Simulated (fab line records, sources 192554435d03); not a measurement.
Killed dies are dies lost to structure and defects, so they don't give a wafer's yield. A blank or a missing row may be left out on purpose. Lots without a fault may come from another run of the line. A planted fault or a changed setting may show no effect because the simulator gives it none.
fab line records | flow n5_finfet
record lots=24 wafers=72 last_day=17
route steps=1938 shown HKMG_FIN@454 GATE_CUT@467
lots that met no fault: from a run of the same line without faults
start_h: hours from the record's first day to the start of the lot's first wafer shown | wait_h: hours since the lot's step before | " the same as in the row above | L1.1+2: a row that stands for several wafers | - no value, or no start given | * or withheld: withheld | < > ~ a bound
route shown NAME@n: a module of which the file shows steps, and the number in the route of the first | usual: mean/standard deviation of fault-free wafers | same: alike in all rows | chamber/n: place in a boat | sites: the reading at each site | _std_site: their standard deviation | _edge_site: outer sites' mean less inner sites' | radius_mm: how far each site lies from the wafer's centre | mask NAME#n: copy n | behind: the tool/chamber that last shaped the wafer | hold: why the lot was held/for how many hours/how that ended | device: the transistor (n, p or np) that didn't switch | end of line: the same wafers' tests at the end of the route | a step without rows: its recipe alone | killed: dies lost to structure and defects at the first sort, not the wafer's yield | map: a wafer's dies, x killed, . not, _ none there
set.NAME: the setting as run; set.NAME@STEP: as run at that earlier step | model.NAME: the simulator's own value behind a step, which no gauge read
steps of the route over a sample of lots; a table a step, a row a wafer
services: from which hour (start_h, from the record's first day; less than 0 if before it) a tool's chamber was out of use, for how many hours, and why
## steps
# step N5_HKMG_FIN_ETCHBACK_68
# recipe chemistry=Cl2/Ar stop_on=HfO2 target_depth_a=5 pressure_mtorr=10 icp_w=600 bias_w=60 Cl2_flow_sccm=40 Ar_flow_sccm=60
# usual drypump_motor_current_A=5.5/0.53 oes_product_au=0.78/0.13 throttle_valve_pct=21.05/0.24
# columns lot.wafer tool chamber start_h wait_h drypump_motor_current_A oes_product_au rf_hours_counter_h throttle_valve_pct
L074.3 rie_metal-02 1 78.45 0.1 4.7 0.67 - 21.28
L074.4 " 0 " " 5.6 0.59 - 21.14
L074.5 " 1 " " 4.7 0.66 - 21.28
L075.1 rie_metal-02 0 88.37 0.0 5.6 0.59 145 21.14
L075.2 " 1 " " 4.7 0.66 89 21.28
L075.3 " 0 " " 5.6 0.59 - 21.14
L076.2 rie_metal-03 1 90.71 0.0 6.0 0.99 1 20.66
L076.3 " 0 " " 6.0 0.70 - 21.24
L076.6 " 0 " " 6.0 0.70 - 21.26
L077.1 rie_metal-02 1 101.12 0.0 4.7 0.66 91 21.28
L077.3 " 0 " " 5.5 0.59 - 21.14
L077.6 " 0 " " 5.5 0.59 - 21.13
L078.1 rie_metal-02 1 102.01 0.0 4.7 0.66 91 21.31
L078.5 " 1 " " 4.7 0.66 - 21.30
L078.6 " 1 " " 4.7 0.66 - 21.29
L079.3 rie_metal-03 0 109.58 0.1 6.0 0.69 - 21.25
L079.4 " 1 " " 6.0 0.98 - 20.66
L079.5 " 1 " " 6.0 0.92 - 20.72
L080.2 rie_metal-02 1 113.23 0.1 4.7 0.65 - 21.30
L080.4 " 1 " " 4.7 0.66 - 21.31
L080.6 " 1 " " 4.7 0.66 - 21.29
L081.2 rie_metal-03 0 119.72 0.0 6.0 0.69 76 21.25
L081.3 " 0 " " 6.0 0.70 - 21.24
L081.4 " 1 " " 6.0 0.96 - 20.68
L082.2 rie_metal-03 1 128.51 0.0 6.0 0.96 4 20.67
L082.3 " 1 " " 6.0 0.95 - 20.67
L082.6 " 1 " " 6.0 0.96 - 20.66
L083.1 rie_metal-02 1 133.07 0.0 4.7 0.65 96 21.31
L083.4 " 0 " " 5.6 0.93 - 20.86
L083.5 " 0 " " 5.6 0.93 - 20.85
L084.1 rie_metal-03 1 142.59 0.0 6.0 0.94 5 20.68
L084.3 " 1 " " 6.0 0.93 - 20.68
L084.6 " 0 " " 6.0 0.69 - 21.25
L085.2 rie_metal-02 1 144.50 0.0 4.7 0.65 97 21.31
L085.3 " 0 " " 5.6 0.92 - 20.86
L085.6 " 1 " " 4.7 0.65 - 21.31
L086.1 rie_metal-03 1 153.45 0.0 6.0 0.93 6 20.68
L086.3 " 0 " " 6.0 0.69 - 21.25
L086.4 " 1 " " 6.0 0.94 - 20.69
L087.1 rie_metal-02 0 159.77 0.0 5.6 0.90 4 20.85
L087.2 " 1 " " 4.7 0.64 99 21.31
L087.3 " 1 " " 4.7 0.64 - 21.30
L088.1 rie_metal-02 0 162.59 0.0 5.5 0.90 4 20.86
L088.4 " 0 " " 5.5 0.89 - 20.87
L088.5 " 1 " " 4.7 0.65 - 21.29
L089.2 rie_metal-03 1 170.66 0.0 6.0 0.92 8 20.70
L089.5 " 0 " " 6.0 0.58 - 21.41
L089.6 " 1 " " 6.0 0.92 - 20.68
L090.2 rie_metal-03 0 172.28 0.0 6.0 0.69 81 21.24
L090.3 " 1 " " 6.0 0.91 - 20.67
L090.5 " 1 " " 6.0 0.92 - 20.69
L091.1 rie_metal-02 1 180.42 0.0 4.7 0.65 100 21.31
L091.3 " 1 " " 4.7 0.64 - 21.33
L091.5 " 0 " " 5.6 0.89 - 20.87
L092.2 rie_metal-02 1 191.73 0.0 4.8 0.65 100 21.31
L092.4 " 1 " " 4.7 0.64 - 21.32
L092.5 " 1 " " 4.7 0.64 - 21.32
L093.3 rie_metal-01 1 192.69 0.1 5.9 0.85 - 20.90
L093.5 " 1 " " 5.9 0.85 - 20.88
L093.6 " 0 " " 5.6 0.94 - 20.89
L094.2 rie_metal-01 0 197.72 0.0 5.6 0.94 3 20.89
L094.4 " 0 " " 5.6 0.95 - 20.90
L094.6 " 1 " " 5.8 0.85 - 20.89
L095.1 rie_metal-03 0 204.77 0.0 6.0 0.69 84 21.25
L095.2 " 1 " " 6.0 0.90 11 20.69
L095.4 " 1 " " 6.0 0.89 - 20.70
L096.1 rie_metal-01 1 211.03 0.0 5.8 0.73 20 21.03
L096.5 " 0 " " 5.6 0.94 - 20.90
L096.6 " 1 " " 5.9 0.72 - 21.04
L097.2 rie_metal-01 1 216.21 0.0 5.9 0.85 20 20.91
L097.5 " 1 " " 5.8 0.85 - 20.89
L097.6 " 0 " " 5.6 0.93 - 20.90
# step N5_GATE_CUT_ETCHBACK_30
# recipe chemistry=Cl2/Ar target=TiN target_depth_a=30 mode=isotropic pressure_mtorr=10 icp_w=600 bias_w=60 Cl2_flow_sccm=40 Ar_flow_sccm=60
# usual drypump_motor_current_A=5.7/0.42 oes_product_au=0.81/0.14 throttle_valve_pct=20.99/0.25
# columns lot.wafer tool chamber start_h wait_h drypump_motor_current_A oes_product_au rf_hours_counter_h throttle_valve_pct
L074.3 rie_metal-02 0 80.44 0.0 5.6 0.60 - 21.12
L074.4 " 1 " " 4.7 0.67 - 21.27
L074.5 " 0 " " 5.6 0.60 - 21.14
L075.1 rie_metal-01 1 90.38 0.1 5.8 0.93 8 20.83
L075.2 " 0 " " 5.6 0.60 134 21.14
L075.3 " 0 " " 5.6 0.59 - 21.15
L076.2 rie_metal-01 0 92.72 0.1 5.6 0.59 134 21.17
L076.3 " 1 " " 5.8 0.91 - 20.84
L076.6 " 1 " " 5.8 0.93 - 20.85
L077.1 rie_metal-03 0 103.19 0.1 6.0 0.70 75 21.25
L077.3 " 1 " " 6.0 0.97 - 20.65
L077.6 " 0 " " 6.0 0.70 - 21.23
L078.1 rie_metal-03 0 104.14 0.1 6.0 0.70 75 21.23
L078.5 " 0 " " 6.0 0.70 - 21.23
L078.6 " 1 " " 6.0 0.99 - 20.65
L079.3 rie_metal-02 1 111.95 0.1 4.7 0.67 - 21.27
L079.4 " 1 " " 4.7 0.67 - 21.28
L079.5 " 1 " " 4.7 0.66 - 21.28
L080.2 rie_metal-03 0 115.32 0.1 6.0 0.70 76 21.23
L080.4 " 0 " " 6.0 0.69 - 21.24
L080.6 " 0 " " 6.0 0.69 - 21.24
L081.2 rie_metal-02 0 121.73 0.1 5.6 0.97 1 20.84
L081.3 " 1 " " 4.7 0.66 - 21.28
L081.4 " 0 " " 5.6 0.98 - 20.82
L082.2 rie_metal-03 1 130.52 0.1 6.0 0.97 4 20.65
L082.3 " 1 " " 6.0 0.97 - 20.67
L082.6 " 1 " " 6.0 0.96 - 20.66
L083.1 rie_metal-01 1 135.16 0.1 5.8 0.89 12 20.88
L083.4 " 1 " " 5.8 0.90 - 20.84
L083.5 " 0 " " 5.6 0.59 - 21.17
L084.1 rie_metal-03 0 144.69 0.1 6.0 0.69 78 21.26
L084.3 " 1 " " 6.0 0.94 - 20.68
L084.6 " 1 " " 6.0 0.95 - 20.67
L085.2 rie_metal-03 0 146.51 0.1 6.0 0.69 78 21.25
L085.3 " 1 " " 6.0 0.95 - 20.66
L085.6 " 1 " " 6.0 0.94 - 20.66
L086.1 rie_metal-03 0 155.46 0.1 6.0 0.69 80 21.26
L086.3 " 0 " " 6.0 0.68 - 21.27
L086.4 " 1 " " 6.0 0.93 - 20.69
L087.1 rie_metal-01 1 161.99 0.1 5.9 0.87 15 20.88
L087.2 " 1 " " 5.9 0.88 - 20.88
L087.3 " 1 " " 5.9 0.87 - 20.89
L088.1 rie_metal-02 1 164.60 0.1 4.7 0.66 99 21.28
L088.4 " 0 " " 5.6 0.91 - 20.84
L088.5 " 0 " " 5.6 0.92 - 20.85
L089.2 rie_metal-03 1 172.67 0.1 6.0 0.92 8 20.69
L089.5 " 1 " " 6.0 0.92 - 20.66
L089.6 " 0 " " 6.1 0.68 - 21.26
L090.2 rie_metal-03 1 174.30 0.1 6.0 0.93 9 20.69
L090.3 " 1 " " 6.0 0.93 - 20.66
L090.5 " 0 " " 6.0 0.69 - 21.26
L091.1 rie_metal-01 1 182.45 0.1 5.9 0.87 17 20.87
L091.3 " 0 " " 5.6 0.98 - 20.87
L091.5 " 0 " " 5.6 0.99 - 20.87
L092.2 rie_metal-03 0 193.75 0.1 6.0 0.68 83 21.26
L092.4 " 0 " " 6.0 0.68 - 21.27
L092.5 " 0 " " 6.0 0.68 - 21.26
L093.3 rie_metal-01 0 194.68 0.0 5.6 0.97 - 20.87
L093.5 " 0 " " 5.6 0.97 - 20.86
L093.6 " 1 " " 5.9 0.87 - 20.88
L094.2 rie_metal-03 1 199.74 0.1 6.0 0.91 11 20.68
L094.4 " 0 " " 6.0 0.67 - 21.25
L094.6 " 1 " " 6.0 0.92 - 20.68
L095.1 rie_metal-01 1 206.78 0.1 5.9 0.87 20 20.88
L095.2 " 0 " " 5.6 0.96 4 20.88
L095.4 " 1 " " 5.9 0.86 - 20.87
L096.1 rie_metal-03 1 213.05 0.1 6.0 0.91 12 20.68
L096.5 " 0 " " 6.0 0.68 - 21.26
L096.6 " 1 " " 6.0 0.91 - 20.67
L097.2 rie_metal-02 1 218.22 0.1 4.7 0.65 102 21.31
L097.5 " 0 " " 5.6 0.90 - 20.84
L097.6 " 1 " " 4.7 0.65 - 21.32
# step N5_GATE_CUT_SAC_CAP_01
# recipe material=SiNx target_thk_a=240 temp_c=400 ald_precursor_family=SiH2I2 ald_co_reactant=N2/H2-plasma pulse_time_s=1 ald_cycles=480 purge_time_s=2 co_reactant_purge_time_s=2 pressure_torr=2
# usual heater_power_w=812/63 precursor_pulse_height_rel=0.998/0.021
# same co_reactant_purge_time_s=2
# columns lot.wafer tool chamber start_h wait_h heater_power_w precursor_pulse_height_rel
L074.3 ald_sin-03 1 80.82 0.0 754 1.013
L074.4 " 2 " " 816 1.005
L074.5 " 2 81.91 1.1 808 0.997
L075.1 ald_sin-04 2 90.83 0.0 869 1.006
L075.2 " 3 " " 809 1.016
L075.3 " 0 " " 793 1.015
L076.2 ald_sin-03 0 93.14 0.0 851 0.958
L076.3 " 3 " " 887 0.991
L076.6 " 2 94.23 1.1 812 1.012
L077.1 ald_sin-04 1 103.66 0.0 826 1.004
L077.3 " 3 " " 795 0.992
L077.6 " 1 104.75 1.1 789 0.971
L078.1 ald_sin-03 2 104.55 0.0 817 1.012
L078.5 " 2 105.64 1.1 802 1.020
L078.6 " 3 " " 885 0.972
L079.3 ald_sin-01 1 112.54 0.2 805 0.995
L079.4 " 1 113.62 1.2 834 1.018
L079.5 " 3 " " 780 0.983
L080.2 ald_sin-03 3 115.79 0.1 880 0.981
L080.4 " 0 " " 845 1.001
L080.6 " 3 116.87 1.2 904 0.989
L081.2 ald_sin-01 1 122.42 0.0 833 0.977
L081.3 " 0 " " 657 0.989
L081.4 " 3 123.51 1.1 763 0.970
L082.2 ald_sin-01 3 131.91 1.0 795 1.011
L082.3 " 2 " " 831 1.013
L082.6 " 1 132.99 2.1 859 0.989
L083.1 ald_sin-03 2 135.56 0.0 834 1.019
L083.4 " 1 " " 757 1.002
L083.5 " 3 136.65 1.1 903 1.004
L084.1 ald_sin-01 1 145.09 0.0 838 0.981
L084.3 " 2 " " 816 0.979
L084.6 " 0 146.18 1.1 666 0.975
L085.2 ald_sin-04 3 146.92 0.0 792 1.018
L085.3 " 0 " " 801 1.016
L085.6 " 1 148.01 1.1 817 0.968
L086.1 ald_sin-04 1 155.87 0.0 813 0.980
L086.3 " 3 " " 814 0.973
L086.4 " 0 " " 806 0.994
L087.1 ald_sin-01 0 162.56 0.0 659 1.020
L087.2 " 2 " " 867 0.950
L087.3 " 3 " " 783 1.026
L088.1 ald_sin-01 2 165.00 0.0 848 0.986
L088.4 " 2 166.09 1.1 846 0.993
L088.5 " 3 " " 771 1.004
L089.2 ald_sin-03 1 173.07 0.0 758 0.987
L089.5 " 1 174.15 1.1 749 0.988
L089.6 " 2 " " 819 1.021
L090.2 ald_sin-04 0 174.71 0.0 799 0.992
L090.3 " 1 " " 807 0.977
L090.5 " 0 175.79 1.1 811 1.019
L091.1 ald_sin-04 3 182.86 0.0 797 1.004
L091.3 " 1 " " 812 0.968
L091.5 " 2 183.95 1.1 855 0.997
L092.2 ald_sin-04 2 194.17 0.0 877 0.990
L092.4 " 1 195.25 1.1 829 0.978
L092.5 " 3 " " 815 0.992
L093.3 ald_sin-03 0 195.11 0.1 859 0.979
L093.5 " 2 196.19 1.2 794 0.989
L093.6 " 1 " " 718 0.957
L094.2 ald_sin-04 0 200.15 0.0 815 1.008
L094.4 " 3 " " 812 0.961
L094.6 " 1 201.24 1.1 839 0.992
L095.1 ald_sin-01 2 207.75 0.2 857 1.001
L095.2 " 0 " " 676 1.015
L095.4 " 1 " " 860 0.979
L096.1 ald_sin-03 2 213.98 0.5 817 1.006
L096.5 " 3 215.07 1.6 934 0.961
L096.6 " 0 " " 824 1.000
L097.2 ald_sin-04 2 218.75 0.2 873 1.008
L097.5 " 1 219.84 1.2 823 1.003
L097.6 " 2 " " 879 1.033
# step N5_GATE_CUT_CD_MEAS_13
# recipe target_cd_nm=20 landing_energy_ev=500 detector=se_inlens
# usual cd_nm=20.13/0.29
# columns lot.wafer tool chamber start_h wait_h cd_nm
L074.3 cd_sem-01 0 83.76 - 20.48
L074.4 " 0 " " 20.39
L074.5 " 0 " " 20.51
L075.1 cd_sem-01 0 93.76 - 19.70
L075.2 " 0 " " 20.25
L075.3 " 0 " " 20.23
L076.2 cd_sem-01 0 96.08 - 20.22
L076.3 " 0 " " 20.62
L076.6 " 0 " " 19.93
L077.1 cd_sem-02 0 106.77 - 19.75
L077.3 " 0 " " 19.44
L077.6 " 0 " " 19.65
L078.1 cd_sem-03 0 107.48 - 20.11
L078.5 " 0 " " 20.18
L078.6 " 0 " " 20.03
L079.3 cd_sem-01 0 115.48 - 19.51
L079.4 " 0 " " 19.87
L079.5 " 0 " " 20.31
L080.2 cd_sem-01 0 118.85 - 20.05
L080.4 " 0 " " 20.41
L080.6 " 0 " " 20.16
L081.2 cd_sem-01 0 125.36 - 20.18
L081.3 " 0 " " 19.94
L081.4 " 0 " " 20.05
L082.2 cd_sem-02 0 134.97 - 20.19
L082.3 " 0 " " 19.68
L082.6 " 0 " " 20.19
L083.1 cd_sem-01 0 138.49 - 20.30
L083.4 " 0 " " 20.09
L083.5 " 0 " " 19.94
L084.1 cd_sem-03 0 148.15 - 20.41
L084.3 " 0 " " 20.31
L084.6 " 0 " " 20.34
L085.2 cd_sem-03 0 149.86 - 20.19
L085.3 " 0 " " 20.30
L085.6 " 0 " " 20.03
L086.1 cd_sem-02 0 158.80 - 20.07
L086.3 " 0 " " 20.16
L086.4 " 0 " " 20.51
L087.1 cd_sem-02 0 165.49 - 20.23
L087.2 " 0 " " 20.63
L087.3 " 0 " " 19.95
L088.1 cd_sem-02 0 167.93 - 20.22
L088.4 " 0 " " 19.82
L088.5 " 0 " " 19.86
L089.2 cd_sem-03 0 176.13 - 20.11
L089.5 " 0 " " 19.93
L089.6 " 0 " " 19.94
L090.2 cd_sem-02 0 177.64 - 20.36
L090.3 " 0 " " 19.61
L090.5 " 0 " " 19.85
L091.1 cd_sem-02 0 185.79 - 20.49
L091.3 " 0 " " 20.33
L091.5 " 0 " " 20.69
L092.2 cd_sem-02 0 197.10 - 20.10
L092.4 " 0 " " 19.77
L092.5 " 0 " " 20.23
L093.3 cd_sem-02 0 198.04 - 20.12
L093.5 " 0 " " 19.75
L093.6 " 0 " " 20.29
L094.2 cd_sem-03 0 203.21 - 20.53
L094.4 " 0 " " 20.20
L094.6 " 0 " " 20.07
L095.1 cd_sem-01 0 210.68 - 20.18
L095.2 " 0 " " 19.73
L095.4 " 0 " " 20.37
L096.1 cd_sem-02 0 217.49 - 19.87
L096.5 " 0 " " 20.08
L096.6 " 0 " " 20.42
L097.2 cd_sem-02 0 221.81 - 20.16
L097.5 " 0 " " 20.13
L097.6 " 0 " " 20.42
# step N5_GATE_CUT_OVL_MEAS_14
# recipe points_per_wafer=522
# usual GATE_CUT_OVL=-0.4/0.59
# columns lot.wafer tool chamber start_h wait_h GATE_CUT_OVL[nm]
L074.3 overlay-02 0 83.80 0.0 0.2
L074.4 " 0 " " -0.3
L074.5 " 0 " " -0.5
L075.1 overlay-02 0 93.80 0.0 -1.3
L075.2 " 0 " " -0.8
L075.3 " 0 " " -0.1
L076.2 overlay-02 0 96.11 0.0 -0.3
L076.3 " 0 " " -0.6
L076.6 " 0 " " 0.2
L077.1 overlay-01 0 106.80 0.0 -0.4
L077.3 " 0 " " 0.8
L077.6 " 0 " " -0.2
L078.1 overlay-02 0 107.52 0.0 0.5
L078.5 " 0 " " 0.7
L078.6 " 0 " " -1.3
L079.3 overlay-02 0 115.52 0.0 -1.1
L079.4 " 0 " " -0.6
L079.5 " 0 " " -0.5
L080.2 overlay-01 0 118.88 0.0 0.2
L080.4 " 0 " " -0.2
L080.6 " 0 " " 0.5
L081.2 overlay-02 0 125.40 0.0 0.3
L081.3 " 0 " " 0.3
L081.4 " 0 " " 0.1
L082.2 overlay-01 0 135.00 0.0 -0.3
L082.3 " 0 " " -0.4
L082.6 " 0 " " -0.4
L083.1 overlay-02 0 138.52 0.0 -0.7
L083.4 " 0 " " -1.0
L083.5 " 0 " " 0.0
L084.1 overlay-01 0 148.19 0.0 -0.9
L084.3 " 0 " " -0.9
L084.6 " 0 " " -0.5
L085.2 overlay-01 0 149.89 0.0 -1.5
L085.3 " 0 " " -0.3
L085.6 " 0 " " -0.6
L086.1 overlay-01 0 158.84 0.0 -0.4
L086.3 " 0 " " -0.6
L086.4 " 0 " " -0.4
L087.1 overlay-02 0 165.52 0.0 -0.4
L087.2 " 0 " " -1.1
L087.3 " 0 " " -1.0
L088.1 overlay-02 0 167.96 0.0 -0.7
L088.4 " 0 " " -0.7
L088.5 " 0 " " -1.0
L089.2 overlay-02 0 176.16 0.0 -0.4
L089.5 " 0 " " -1.0
L089.6 " 0 " " -0.4
L090.2 overlay-01 0 177.68 0.0 -0.4
L090.3 " 0 " " -0.7
L090.5 " 0 " " 0.1
L091.1 overlay-02 0 185.82 0.0 0.7
L091.3 " 0 " " -0.3
L091.5 " 0 " " -0.3
L092.2 overlay-01 0 197.14 0.0 0.3
L092.4 " 0 " " -1.0
L092.5 " 0 " " -0.8
L093.3 overlay-01 0 198.08 0.0 0.2
L093.5 " 0 " " -0.7
L093.6 " 0 " " -0.3
L094.2 overlay-02 0 203.25 0.0 -0.5
L094.4 " 0 " " -1.2
L094.6 " 0 " " -0.5
L095.1 overlay-02 0 210.71 0.0 0.2
L095.2 " 0 " " 0.5
L095.4 " 0 " " 0.2
L096.1 overlay-02 0 217.52 0.0 -0.5
L096.5 " 0 " " -0.6
L096.6 " 0 " " -1.3
L097.2 overlay-02 0 221.85 0.0 -0.7
L097.5 " 0 " " -1.0
L097.6 " 0 " " -1.1
# step N5_GATE_CUT_CMP_23
# recipe stop_on=SiO2 t_overpolish_s=23.4 post_cmp_clean=alkaline_brush down_force_psi=2.5 platen_rpm=51.8 pad_velocity_m_s=1.0307 target_thk_nm=16
# usual motor_current_A=9.2/0.85 overpolish_run_s=23.400/0.0088 pad_life_wafers=1262/410 time_to_endpoint_s=19/4
# columns lot.wafer tool chamber start_h wait_h motor_current_A overpolish_run_s pad_life_wafers time_to_endpoint_s
L074.4 cmp-02 1 86.45 0.8 9.4 23.406 956 17
L074.3 " 2 " " 8.5 23.402 957 17
L074.5 " 3 " " 8.4 23.395 - 22
L075.3 cmp-01 3 97.06 0.8 10.2 23.399 1147 22
L075.2 " 0 " " 9.2 23.385 1148 18
L075.1 " 1 " " 9.5 23.407 1149 15
L076.3 cmp-02 2 98.75 0.8 8.7 23.398 1068 18
L076.2 " 3 " " 8.5 23.384 1069 26
L076.6 " 3 " " 9.4 23.392 - 26
L077.3 cmp-01 0 109.36 0.8 9.7 23.391 1225 18
L077.1 " 1 " " 10.7 23.394 1226 17
L077.6 " 0 " " 9.9 23.401 - 18
L078.1 cmp-02 0 110.11 0.9 8.7 23.400 1159 18
L078.6 " 3 " " 8.8 23.413 - 22
L078.5 " 0 " " 7.8 23.405 - 18
L079.3 cmp-02 2 119.48 0.8 8.5 23.402 1254 16
L079.4 " 3 " " 8.3 23.413 1255 24
L079.5 " 3 " " 8.7 23.387 - 22
L080.2 cmp-01 2 121.43 0.8 9.9 23.392 1316 25
L080.4 " 3 " " 9.8 23.392 1317 23
L080.6 " 0 " " 9.4 23.392 - 20
L081.2 cmp-03 1 127.87 0.8 8.2 23.406 439 16
L081.3 " 2 " " 9.7 23.402 440 16
L081.4 " 3 " " 10.1 23.394 441 20
L082.2 cmp-01 3 137.42 0.8 9.5 23.405 1434 26
L082.3 " 2 " " 10.6 23.408 1437 24
L082.6 " 3 " " 9.1 23.402 - 26
L083.1 cmp-01 1 140.99 0.8 10.7 23.395 1477 20
L083.4 " 3 " " 9.1 23.393 1479 27
L083.5 " 0 " " 9.7 23.398 - 20
L084.3 cmp-02 0 150.68 0.8 8.8 23.407 1514 17
L084.1 " 1 " " 9.1 23.398 1515 14
L084.6 " 2 " " 8.7 23.405 - 18
L085.2 cmp-03 3 152.68 0.8 10.8 23.411 680 19
L085.3 " 0 " " 8.7 23.394 681 16
L085.6 " 2 " " 8.7 23.410 - 11
L086.1 cmp-03 1 161.25 0.8 7.7 23.397 750 16
L086.4 " 3 " " 11.0 23.390 752 18
L086.3 " 0 " " 8.7 23.405 753 17
L087.1 cmp-02 1 168.10 0.8 9.3 23.406 1657 14
L087.3 " 2 " " 8.6 23.395 1658 18
L087.2 " 3 " " 9.1 23.402 1659 26
L088.4 cmp-03 3 170.43 0.8 10.6 23.403 823 22
L088.1 " 1 " " 8.0 23.416 825 17
L088.5 " 2 " " 8.9 23.415 - 16
L089.2 cmp-01 2 178.91 0.8 10.3 23.392 1814 22
L089.6 " 0 " " 10.2 23.403 - 22
L089.5 " 1 " " 9.8 23.395 - 18
L090.2 cmp-03 0 180.28 0.8 8.7 23.402 912 13
L090.3 " 3 " " 10.6 23.392 915 16
L090.5 " 0 " " 8.5 23.395 - 15
L091.1 cmp-03 2 188.47 0.8 9.0 23.402 972 14
L091.3 " 0 " " 8.8 23.411 974 18
L091.5 " 2 " " 8.9 23.407 - 12
L092.4 cmp-01 2 199.69 0.8 9.9 23.397 1988 24
L092.2 " 3 " " 9.8 23.411 1989 27
L092.5 " 0 " " 9.6 23.396 - 22
L093.3 cmp-01 3 200.72 1.0 9.8 23.410 2013 26
L093.5 " 0 " " 9.9 23.380 - 23
L093.6 " 1 " " 10.4 23.400 - 19
L094.2 cmp-03 0 205.72 0.8 8.2 23.396 1123 16
L094.4 " 1 " " 7.5 23.405 1124 15
L094.6 " 0 " " 8.7 23.387 - 17
L095.4 cmp-03 3 215.29 1.1 9.8 23.390 1266 19
L095.1 " 1 " " 7.9 23.408 1268 15
L095.2 " 2 " " 9.2 23.396 1269 11
L096.1 cmp-02 3 220.01 0.8 8.8 23.401 1892 30
L096.6 " 1 " " 9.3 23.396 - 19
L096.5 " 2 " " 8.6 23.400 - 22
L097.2 cmp-03 3 224.53 0.8 10.5 23.412 1386 19
L097.6 " 3 " " 11.1 23.404 - 14
L097.5 " 0 " " 8.3 23.372 - 12
## services
# columns tool chamber start_h hours kind
ald_sin-01 0 57.93 6.9 repair
cmp-03 - 59.37 3.5 repair
cmp-03 - 68.99 4.0 pm
rie_metal-03 0 78.39 6.7 repair
ald_sin-01 2 86.81 36.7 repair
cmp-02 - 94.82 0.7 repair
cmp-01 - 102.80 2.5 repair
cmp-03 - 109.17 2.9 repair
ald_sin-03 2 111.45 3.5 repair
ald_sin-04 3 118.43 18.7 repair
cmp-03 - 118.77 1.5 repair
cmp-01 - 123.45 1.3 repair
cmp-02 - 123.53 3.4 repair
cmp-03 - 142.80 0.4 repair
rie_metal-03 - 149.00 0.4 repair
cmp-03 - 153.91 0.3 repair
ald_sin-03 - 176.92 14.0 pm
cmp-01 - 186.87 1.3 repair
cmp-02 - 196.66 6.3 pm
cmp-03 - 201.25 0.8 repair
cmp-01 - 210.70 7.7 pm
cmp-03 - 219.62 0.4 repair
cmp-01 - 220.48 4.0 pm
ald_sin-01 - 222.70 1.0 repair
## key
fault none
